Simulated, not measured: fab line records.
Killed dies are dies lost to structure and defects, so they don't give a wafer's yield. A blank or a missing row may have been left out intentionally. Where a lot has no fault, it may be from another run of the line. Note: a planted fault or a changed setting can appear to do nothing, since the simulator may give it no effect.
Matching of chambers ; flow n5Finfet ; pecvd-03 running N5_FIN_SAQP_PECVD_48: 3 sister chambers
The step deposits SiNx from SiH4/NH3/N2, target thk 25 nm, time 22.1 s. 16 wafers are shown with their chamber, then 8 later ones without.

== EACH WAFER AND ITS CHAMBER ==
wafer;chamber;throttleValvePct (%);showerheadPlenumPTorr (Torr);heaterPowerW (W)
L076.2;0;38.7;5.07;922
L076.5;1;40.3;5.04;775
L076.6;2;36.2;5.17;701
L077.2;0;38.8;5.07;848
L077.3;2;36.1;5.15;783
L077.6;2;36.0;5.16;768
L078.2;2;36.1;5.16;779
L078.3;1;40.0;5.05;827
L078.6;0;38.9;5.07;870
L079.1;1;40.2;5.02;769
L079.2;0;38.7;5.08;906
L079.5;2;36.4;5.15;772
L081.3;2;36.4;5.16;752
L081.4;1;40.4;5.06;700
L081.6;0;39.0;5.07;855
L089.2;1;40.4;5.05;821

SIGNATURES, as means of the wafers listed above
reading;chamber 0;chamber 1;chamber 2;scatter within a chamber
throttleValvePct;38.820;40.260;36.200;0.157
showerheadPlenumPTorr;5.0720;5.0440;5.1583;0.00994
heaterPowerW;880.20;778.40;759.17;38.5
Rule: for each reading, subtract the chamber's mean from the wafer's reading, divide by that reading's scatter and square the result; add these up over the readings and take the root, which gives the wafer's distance from the chamber. The wafer belongs to the nearest chamber; if the next one is less than 2 further off, it can't be placed. The scatter is the square root of a quotient: the sum, over the shown wafers, of each reading's squared deviation from its chamber's mean, divided by wafers minus chambers.

== WAFERS MISSING THEIR CHAMBER ==
wafer;throttleValvePct (%);showerheadPlenumPTorr (Torr);heaterPowerW (W)
L089.4;36.4;5.15;679
L089.5;40.4;5.06;829
L094.3;40.2;5.04;728
L094.5;40.4;5.03;730
L094.6;38.9;5.09;889
L095.1;40.2;5.04;738
L095.3;36.5;5.16;679
L095.6;36.8;5.14;690

== WHICH CHAMBER EACH ONE RAN IN ==
wafer;from the rows above;in truth
L089.4;2;2
L089.5;1;1
L094.3;1;1
L094.5;1;1
L094.6;0;0
L095.1;1;1
L095.3;2;2
L095.6;2;2
Correct placement for 8 of the 8. Number that these rows cannot place: 0. Wrongly placed: 0.
